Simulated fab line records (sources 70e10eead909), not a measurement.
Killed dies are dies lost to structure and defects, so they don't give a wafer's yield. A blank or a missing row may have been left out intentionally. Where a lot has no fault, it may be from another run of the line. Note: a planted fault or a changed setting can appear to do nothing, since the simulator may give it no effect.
8D (eight disciplines) problem report, filled in by code ; flow nandHarc ; the parts of the form that need people (team, actions taken, sign-off) are left out

1. WHAT WENT WRONG
Mean of killedAtArray at NHARC_END_SORT_01: 673 across 4 wafers in 2 lots; on wafers with no fault it is 54 (standard deviation 16). Measured from the usual mean, that is +39 standard deviations.
First observed at day 27 05:14: wafer L667.3, on prober-02. Wafers with a number at this step in the record: 4, from 2 lots. The rule behind "out" and "out of limits": a value lying over 4 standard deviations away from the usual mean. The other wafers with a number count as sound.

2. WHAT IT IS, WHAT IT ISN'T
question;is;is not
which readings at this step;killedAtArray, killedDies;killedAtOther, killedAtPeriphery, killedShort
which lots;L667, L669;-
which wafers of those lots;all that have a number;-
read on which gauges;prober-01, prober-02;-
when;from day 27 05:14;up to then (0 sound wafers)

3. WHAT RULES OUT EACH SUSPECT
Counting: a tool stays on the suspect list if, at a process step up to the reading, it processed all lots that are out and no sound lot following the first of them.
- the gauge at NHARC_END_SORT_01: ruled out. Those wafers that are out were read across 2 gauges (prober-01, prober-02).
- pvdSputter-02 at NHARC_A_BLC_PVD_32 (deposits Ti, target thk 5 nm, time 17.7 s): kept. It ran every lot that is out, first L667 (day 25 08:44), and no sound lot after that. With no start given for some of its lots, NHARC_A_BLC_PVD_32 uses the hours and lot order of NHARC_A_BLC_ALD_23.
- aldMetal-01 at NHARC_A_BLC_ALD_23 (deposits TiN, target thk 3 nm, pulse time 1 s, ald cycles 150): kept. It ran every lot that is out, first L667 (day 25 08:44), and no sound lot after that.
Remaining after the count are pvdSputter-02 at NHARC_A_BLC_PVD_32 and aldMetal-01 at NHARC_A_BLC_ALD_23.

4. THE CAUSE (what the simulator had put in)
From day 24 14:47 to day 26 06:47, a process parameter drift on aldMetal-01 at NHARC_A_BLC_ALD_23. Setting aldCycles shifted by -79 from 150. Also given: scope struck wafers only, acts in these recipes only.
Counting left 2 suspects, and this tool is among them.

5. THE CHAIN OF EFFECTS, in route order
Each row: a reading where the mean over the struck wafers with a number is more than 3 standard deviations away from the usual. Only readings for which the record gives a usual standard deviation are gone through. hours: the time from each lot's start at the first step in this table that gives one to its start at this step, as a median over the lots. sigmas: the change in usual standard deviations.
hours;step;reading;usual;on struck wafers;change;sigmas
0;NHARC_END_SORT_01;killedAtArray;54;673;+619;+39
0;NHARC_END_SORT_01;killedDies;58;677;+619;+39

6. WHAT WOULD HAVE CAUGHT IT SOONER
In this record the first reading out of limits at a measuring or inspecting step was taken at day 27 05:14, 62 hours after the fault began at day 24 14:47.
No tool reading at NHARC_A_BLC_ALD_23 that has a usual standard deviation in the record was out on any struck wafer, so an alarm limit of 4 standard deviations on those readings would not have fired.
By day 27 05:14 the whole set of lots that are out, 2 in number, had already begun NHARC_A_BLC_ALD_23 on aldMetal-01. Tool hold at that time: it would have spared none of them.
